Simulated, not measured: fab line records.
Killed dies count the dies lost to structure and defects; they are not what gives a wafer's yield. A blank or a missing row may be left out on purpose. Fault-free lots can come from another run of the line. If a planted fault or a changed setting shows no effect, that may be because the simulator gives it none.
Matching of chambers ; flow n5-finfet ; N5_BEOL_M7_PECVD_70 on pecvd-04 has 3 sister chambers
The step deposits SiO2 from TEOS/O2, target thk 20 nm, time 22.7 s. 14 wafers are shown with their chamber, then 7 later ones without.

## EACH WAFER AND ITS CHAMBER
wafer;chamber;throttle-valve-pct (%);showerhead-plenum-p-Torr (Torr);heater-power-w (W)
L076.1;1;23.7;8.73;642
L076.2;0;25.3;8.73;902
L076.5;1;23.6;8.72;618
L082.1;1;23.5;8.71;647
L082.2;0;25.3;8.74;801
L082.5;2;21.7;8.82;695
L085.2;0;25.1;8.72;901
L085.4;0;25.1;8.73;896
L085.5;2;22.2;8.83;700
L087.4;0;25.0;8.72;916
L087.5;1;23.9;8.73;587
L087.6;2;22.0;8.85;670
L090.1;2;22.4;8.82;670
L090.2;1;23.7;8.73;614

SIGNATURES (means of the wafers above)
reading;chamber 0;chamber 1;chamber 2;scatter within a chamber
throttle-valve-pct;25.160;23.680;22.075;0.197
showerhead-plenum-p-Torr;8.7280;8.7240;8.8300;0.0104
heater-power-w;883.20;621.60;683.75;32.7
Rule: distance of a wafer from a chamber = root of the sum over the readings of ((wafer's reading minus chamber's mean) / reading's scatter) squared. The wafer belongs to the nearest chamber; if the next one is less than 2 further off, it can't be placed. The scatter: the root of (the sum of the squares of (reading less its chamber's mean) over the shown wafers, divided by (wafers less chambers)).

## WAFERS WITHOUT THEIR CHAMBER
wafer;throttle-valve-pct (%);showerhead-plenum-p-Torr (Torr);heater-power-w (W)
L090.5;23.6;8.72;615
L096.2;23.7;8.71;566
L096.5;23.9;8.74;550
L096.6;22.4;8.82;753
L094.1;22.1;8.84;773
L094.4;23.6;8.75;619
L094.5;22.1;8.84;746

## WHICH CHAMBER EACH WENT THROUGH
wafer;from the rows above;in truth
L090.5;1;1
L096.2;1;1
L096.5;1;1
L096.6;2;2
L094.1;2;2
L094.4;1;1
L094.5;2;2
Correctly placed: 7 of 7. Not placeable from these rows: 0. Wrongly placed: 0.
